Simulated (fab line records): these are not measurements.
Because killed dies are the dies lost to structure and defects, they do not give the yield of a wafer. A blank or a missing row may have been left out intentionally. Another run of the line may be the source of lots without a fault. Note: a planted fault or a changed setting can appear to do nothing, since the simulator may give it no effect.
Commonality check across tools / flow nand-harc / 45 wafers sampled across 15 lots

## THE REASON FOR OPENING IT
At NHARC_A_BLC_INSPECT_28 the reading raw-defect-count is flagged on 3 of 15 lots. Fault-free wafers read 545, with a standard deviation of 140.
Rule: flag the lot when none of its wafers has a number, or when each of its wafers that has one lies beyond 4 standard deviations from that mean. As for the other lots, they are considered sound.

lot=L291; measured=day 23 07:19; on=defect-inspect-02; raw-defect-count, wafer by wafer=607 722 1016; flag=
lot=L290; measured=day 23 10:14; on=defect-inspect-01; raw-defect-count, wafer by wafer=441 510 419; flag=
lot=L294; measured=day 24 04:53; on=defect-inspect-01; raw-defect-count, wafer by wafer=446 442 448; flag=
lot=L293; measured=day 24 18:02; on=defect-inspect-02; raw-defect-count, wafer by wafer=6824 6613 6691; flag=FLAGGED
lot=L295; measured=day 25 00:05; on=defect-inspect-01; raw-defect-count, wafer by wafer=6665 6538 6781; flag=FLAGGED
lot=L296; measured=day 25 00:25; on=defect-inspect-02; raw-defect-count, wafer by wafer=6821 6823 6635; flag=FLAGGED
lot=L303; measured=day 28 01:12; on=defect-inspect-02; raw-defect-count, wafer by wafer=674 562 1151; flag=
lot=L304; measured=day 28 16:34; on=defect-inspect-01; raw-defect-count, wafer by wafer=339 289 489; flag=
lot=L305; measured=day 29 22:56; on=defect-inspect-02; raw-defect-count, wafer by wafer=643 400 520; flag=
lot=L306; measured=day 30 03:47; on=defect-inspect-02; raw-defect-count, wafer by wafer=593 471 503; flag=
lot=L307; measured=day 30 14:50; on=defect-inspect-02; raw-defect-count, wafer by wafer=531 501 467; flag=
lot=L311; measured=day 31 05:32; on=defect-inspect-01; raw-defect-count, wafer by wafer=586 583 407; flag=
lot=L310; measured=day 31 14:47; on=defect-inspect-01; raw-defect-count, wafer by wafer=498 583 816; flag=
lot=L308; measured=day 32 00:14; on=defect-inspect-01; raw-defect-count, wafer by wafer=409 406 322; flag=
lot=L312; measured=day 32 04:05; on=defect-inspect-01; raw-defect-count, wafer by wafer=345 353 427; flag=
On average the flagged lots' numbers are 6710, which is +6165 against the usual, or +44 standard deviations.

## EACH LOT AND THE TOOL IT RAN ON
The record holds 2 process steps before the reading, out of a route of 1302 steps. Each cell gives the tool, then ch followed by the chambers the sampled wafers passed through, then the start.
lot=L291; flag=; NHARC_A_CONTACT_ALD_18=ald-metal-04 ch 0,2,3, day 23 01:58; NHARC_A_BLC_CMP_25=cmp-04 ch 1,2,3, day 23 06:55
lot=L290; flag=; NHARC_A_CONTACT_ALD_18=ald-metal-04 ch 2,3, day 23 05:05; NHARC_A_BLC_CMP_25=cmp-03 ch 1,2, day 23 09:50
lot=L294; flag=; NHARC_A_CONTACT_ALD_18=ald-metal-02 ch 1,2, day 23 23:43; NHARC_A_BLC_CMP_25=cmp-02 ch 0,1,3, day 24 04:30
lot=L293; flag=FLAGGED; NHARC_A_CONTACT_ALD_18=ald-metal-02 ch 0,2, day 24 12:56; NHARC_A_BLC_CMP_25=cmp-02 ch 1,2,3, day 24 17:38
lot=L295; flag=FLAGGED; NHARC_A_CONTACT_ALD_18=ald-metal-01 ch 1,2, day 24 18:10; NHARC_A_BLC_CMP_25=cmp-02 ch 1,3, day 24 23:41
lot=L296; flag=FLAGGED; NHARC_A_CONTACT_ALD_18=ald-metal-02 ch 0,1,2, day 24 19:16; NHARC_A_BLC_CMP_25=cmp-04 ch 0,1,2, day 25 00:02
lot=L303; flag=; NHARC_A_CONTACT_ALD_18=ald-metal-04 ch 2,3, day 27 18:27; NHARC_A_BLC_CMP_25=cmp-04 ch 0,1,3, day 28 00:48
lot=L304; flag=; NHARC_A_CONTACT_ALD_18=ald-metal-02 ch 0,2,3, day 28 10:43; NHARC_A_BLC_CMP_25=cmp-03 ch 2,3, day 28 16:09
lot=L305; flag=; NHARC_A_CONTACT_ALD_18=ald-metal-02 ch 2,3, day 29 17:49; NHARC_A_BLC_CMP_25=cmp-04 ch 1,2,3, day 29 22:35
lot=L306; flag=; NHARC_A_CONTACT_ALD_18=ald-metal-01 ch 0,1, day 29 22:47; NHARC_A_BLC_CMP_25=cmp-04 ch 2,3, day 30 03:24
lot=L307; flag=; NHARC_A_CONTACT_ALD_18=ald-metal-02 ch 0,2,3, day 30 09:44; NHARC_A_BLC_CMP_25=cmp-04 ch 0,1, day 30 14:26
lot=L311; flag=; NHARC_A_CONTACT_ALD_18=ald-metal-02 ch 0,1,3, day 31 00:23; NHARC_A_BLC_CMP_25=cmp-04 ch 1,2,3, day 31 05:11
lot=L310; flag=; NHARC_A_CONTACT_ALD_18=ald-metal-02 ch 0,2,3, day 31 08:52; NHARC_A_BLC_CMP_25=cmp-02 ch 0,2,3, day 31 14:26
lot=L308; flag=; NHARC_A_CONTACT_ALD_18=ald-metal-02 ch 0,1,3, day 31 19:06; NHARC_A_BLC_CMP_25=cmp-03 ch 0,1,3, day 31 23:50
lot=L312; flag=; NHARC_A_CONTACT_ALD_18=ald-metal-04 ch 0,3, day 31 22:49; NHARC_A_BLC_CMP_25=cmp-02 ch 0,1,3, day 32 03:46
These steps, and what they do:
- NHARC_A_CONTACT_ALD_18: deposits TiN, target thk 3 nm, pulse time 1 s, ald cycles 150.
- NHARC_A_BLC_CMP_25: polishes, t overpolish 30 s, target thk 150 nm.
- NHARC_A_BLC_INSPECT_28

## FLAGGED AGAINST TOTAL, ONE TOOL AT A TIME (gauges that did the reading follow at the end)
step=NHARC_A_CONTACT_ALD_18; tool=ald-metal-01; lots run=2; flagged=1; share of the flagged lots=some; sound lots run after its first flagged lot=1 (L306)
step=NHARC_A_CONTACT_ALD_18; tool=ald-metal-02; lots run=9; flagged=2; share of the flagged lots=some; sound lots run after its first flagged lot=6 (L304,L305,L307,L311,L310,L308)
step=NHARC_A_CONTACT_ALD_18; tool=ald-metal-04; lots run=4; flagged=0; share of the flagged lots=none; sound lots run after its first flagged lot=-
step=NHARC_A_BLC_CMP_25; tool=cmp-02; lots run=5; flagged=2; share of the flagged lots=some; sound lots run after its first flagged lot=2 (L310,L312)
step=NHARC_A_BLC_CMP_25; tool=cmp-03; lots run=3; flagged=0; share of the flagged lots=none; sound lots run after its first flagged lot=-
step=NHARC_A_BLC_CMP_25; tool=cmp-04; lots run=7; flagged=1; share of the flagged lots=some; sound lots run after its first flagged lot=5 (L303,L305,L306,L307,L311)
step=NHARC_A_BLC_INSPECT_28; tool=defect-inspect-01; lots run=8; flagged=1; share of the flagged lots=some; sound lots run after its first flagged lot=5 (L304,L311,L310,L308,L312)
step=NHARC_A_BLC_INSPECT_28; tool=defect-inspect-02; lots run=7; flagged=2; share of the flagged lots=some; sound lots run after its first flagged lot=4 (L303,L305,L306,L307)

## WHAT IS ALLOWED BY THE TABLE
No row of the table ran every flagged lot.

## WHAT THE SIMULATOR PUT IN
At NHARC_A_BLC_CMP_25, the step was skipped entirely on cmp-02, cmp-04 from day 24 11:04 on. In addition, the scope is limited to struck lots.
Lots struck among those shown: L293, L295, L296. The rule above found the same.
